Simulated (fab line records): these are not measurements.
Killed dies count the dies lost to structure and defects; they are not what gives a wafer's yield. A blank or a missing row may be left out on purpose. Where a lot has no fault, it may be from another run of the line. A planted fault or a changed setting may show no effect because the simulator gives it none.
Comparing a struck lot with a sound one || flow nandHarc || 14 out of 1159 route steps
Sound: these wafers, L534.2, L534.3, L534.6. Struck: wafer L528.3 (left out: L528.4, L528.6 of the same lot, which were not struck); the cause appears at the end.
Order at every step that has rows: each side's tool, ch and its chambers, its first start. Under that, the readings that differ: sound wafers || struck wafers || difference of the means || sigmas: that difference in standard deviations of wafers without a fault.
alike: readings with means less than 2 such deviations apart, plus words and numbers identical on both sides. not compared: withheld readings, readings lacking a value on some wafer, bounds such as >300 that could conceal the same value, and numbers that have no deviation in the record and whose values overlap.
A row with sigmas, a row that says differs or no value, or rows on one side alone: a step with any of these is where the two part. Non-overlapping numbers with no deviation appear without sigmas and do not part them. A reading that every wafer of one side lacks parts them only if that side has two wafers or more.

first, 9 steps without rows for these wafers: NHARC_THIN_TSV_PVD_24 (deposits Al, target thk 800 nm); NHARC_THIN_TSV_DEHYDRATE_25 (time 120 s); NHARC_THIN_TSV_HMDS_26 (time 30 s); NHARC_THIN_TSV_COAT_27; NHARC_THIN_TSV_SOFTBAKE_28 (time 95 s); NHARC_THIN_TSV_EBR_29; NHARC_THIN_TSV_EXPOSE_30 (exposes mask PAD); NHARC_THIN_TSV_PEB_31 (peb time 85 s); NHARC_THIN_TSV_DEVELOP_32 (time 70 s).
NHARC_THIN_TSV_CD_MEAS_33: target cd 5000 nm.
  sound on cdSem-02 ch 0, day 21 22:07; struck on cdSem-03 ch 0, day 21 06:52
  alike: cdNm
then, 1 step without rows for these wafers: NHARC_THIN_TSV_HARDBAKE_34 (time 80 s).
NHARC_THIN_TSV_DESCUM_35: chemistry O2, time 3 s.
  sound on rieDiel-07 ch 0,2, day 21 22:16; struck on rieDiel-07 ch 1, day 21 07:02
{"reading": "showerheadPlenumPTorr (Torr)", "sound": "1.80 1.77 1.77", "struck": 2.01, "difference": "+0.23", "sigmas": "+3"}
{"reading": "throttleValvePct (%)", "sound": "11.298 11.313 11.315", "struck": 11.329, "difference": "+0.020", "sigmas": "+2"}
  alike: drypumpMotorCurrentA, oesProductAu, rfVppV
  not compared: rfHoursCounterH
NHARC_THIN_TSV_ETCH_59: etches the open film in Cl2/BCl3, target depth 880 nm, time 138.1 s.
  sound on rieMetal-03 ch 0,1, day 21 22:24; struck on rieMetal-01 ch 1, day 21 07:14
{"reading": "oesProductAu (a.u.)", "sound": "0.981 0.974 0.984", "struck": 0.954, "difference": -0.026, "sigmas": -3}
  alike: drypumpMotorCurrentA, throttleValvePct
  not compared: rfHoursCounterH
NHARC_THIN_TSV_ETCH_36: etches the open film in Cl2/BCl3, target depth 65 nm, time 18.571 s.
  sound on rieMetal-03 ch 0,1, day 21 22:40; struck on rieMetal-01 ch 1, day 21 07:26
  alike: drypumpMotorCurrentA, oesProductAu
  not compared: rfHoursCounterH

WHERE THEY PART
Last at NHARC_THIN_TSV_ETCH_59 as far as this record goes, first at NHARC_THIN_TSV_DESCUM_35. Later steps at which nothing parts them and some readings are alike: NHARC_THIN_TSV_ETCH_36.

WHY: the cause the simulator had injected
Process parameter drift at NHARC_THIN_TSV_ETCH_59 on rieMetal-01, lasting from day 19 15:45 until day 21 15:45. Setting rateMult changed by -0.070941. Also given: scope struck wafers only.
